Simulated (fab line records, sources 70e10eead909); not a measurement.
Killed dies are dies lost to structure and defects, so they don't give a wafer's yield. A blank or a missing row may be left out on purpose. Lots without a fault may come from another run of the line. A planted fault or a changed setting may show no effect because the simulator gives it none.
Which tool did it? | flow nand_harc | 7 lots, 21 wafers sampled, at 5 steps of a route of 1302

WHAT THE GAUGES READ, wafer by wafer
NHARC_P_CONTACT_CD_MEAS_12: target cd 90 nm.
lot  | measured     | on        | cd_nm (nm)
L857 | day 6 06:14  | cd_sem-01 | 88.5 89.5 89.9
L860 | day 7 15:20  | cd_sem-03 | 89.0 89.6 90.7
L865 | day 9 20:00  | cd_sem-01 | 89.3 89.9 89.3
L868 | day 11 03:05 | cd_sem-03 | 91.3 90.9 90.5
L871 | day 12 00:47 | cd_sem-03 | 105.7 106.0 104.8
L873 | day 12 23:02 | cd_sem-02 | 90.4 90.3 90.2
L879 | day 15 14:23 | cd_sem-03 | 91.1 90.3 89.5

WHICH TOOL RAN EACH LOT (tool, then ch and the chambers of the sampled wafers, then the start)
lot  | NHARC_P_GATE_STRIP_111               | NHARC_P_CONTACT_DEP_00                     | NHARC_P_CONTACT_CMP_01        | NHARC_P_CONTACT_PEB_10
L857 | plasma_asher-02 ch 0,1, day 5 22:38  | pecvd-02 ch 0,2, day 6 05:24 or earlier    | cmp-01 ch 1,2, day 6 05:24    | litho_track-06 ch 0, day 6 06:09
L860 | plasma_asher-01 ch 0,1, day 7 08:06  | pecvd-01 ch 0,1,2, day 7 14:40 or earlier  | cmp-03 ch 2,3, day 7 14:40    | litho_track-06 ch 0, day 7 15:16
L865 | plasma_asher-02 ch 0,1, day 9 12:26  | pecvd-02 ch 1,2, day 9 19:13 or earlier    | cmp-01 ch 0,1,3, day 9 19:13  | litho_track-06 ch 0, day 9 19:55
L868 | plasma_asher-01 ch 0,1, day 10 19:36 | pecvd-02 ch 0,1, day 11 02:16 or earlier   | cmp-04 ch 0,1, day 11 02:16   | litho_track-04 ch 0, day 11 03:00
L871 | plasma_asher-01 ch 0,1, day 11 17:24 | pecvd-02 ch 1,2, day 12 00:08 or earlier   | cmp-04 ch 0,1,2, day 12 00:08 | litho_track-01 ch 0, day 12 00:43
L873 | plasma_asher-02 ch 0,1, day 12 15:32 | pecvd-02 ch 0,1,2, day 12 22:12 or earlier | cmp-04 ch 1,3, day 12 22:12   | litho_track-04 ch 0, day 12 22:57
L879 | plasma_asher-02 ch 0,1, day 15 06:26 | pecvd-04 ch 0,2, day 15 12:58              | cmp-04 ch 1,2,3, day 15 13:34 | litho_track-04 ch 0, day 15 14:19
- NHARC_P_GATE_STRIP_111: strips in N2/H2, time 250 s.
- NHARC_P_CONTACT_DEP_00: deposits SiO2, target thk 500 nm.
- NHARC_P_CONTACT_CMP_01: polishes SiO2, target thk 200 nm.
- NHARC_P_CONTACT_PEB_10: peb time 65 s.

THE ANSWER, worked out from the rows above alone
Rule: what is usual is taken from the lots themselves. Put in order of their means at a reading, lots are off if they are a third of the lots or fewer, leave a main group of 4 or more, and stand apart from it by a gap of 3 or more times the standard deviation of the main group's means; of several such gaps the widest counts. A main group whose means are all the same, to the digits that the tables above print for the reading, isn't used. A lot without any number at a reading at which 4 lots or more have one is off too. The other lots that the step has rows for count as sound.
Off: L871, at NHARC_P_CONTACT_CD_MEAS_12 (cd_nm). The main group: mean 90.0 nm, standard deviation 0.55.
A tool fits if, at a process step before that reading, it ran every lot that is off, and no sound lot after the first of them. The gauges at NHARC_P_CONTACT_CD_MEAS_12 are tried like those tools. NHARC_P_CONTACT_DEP_00 gives no start for some lots, so the hours and the order of its lots are those of NHARC_P_CONTACT_CMP_01. Can't be told from this: 2 tools fit, plasma_asher-01 at NHARC_P_GATE_STRIP_111, litho_track-01 at NHARC_P_CONTACT_PEB_10.

WHAT THE SIMULATOR HAD PUT IN
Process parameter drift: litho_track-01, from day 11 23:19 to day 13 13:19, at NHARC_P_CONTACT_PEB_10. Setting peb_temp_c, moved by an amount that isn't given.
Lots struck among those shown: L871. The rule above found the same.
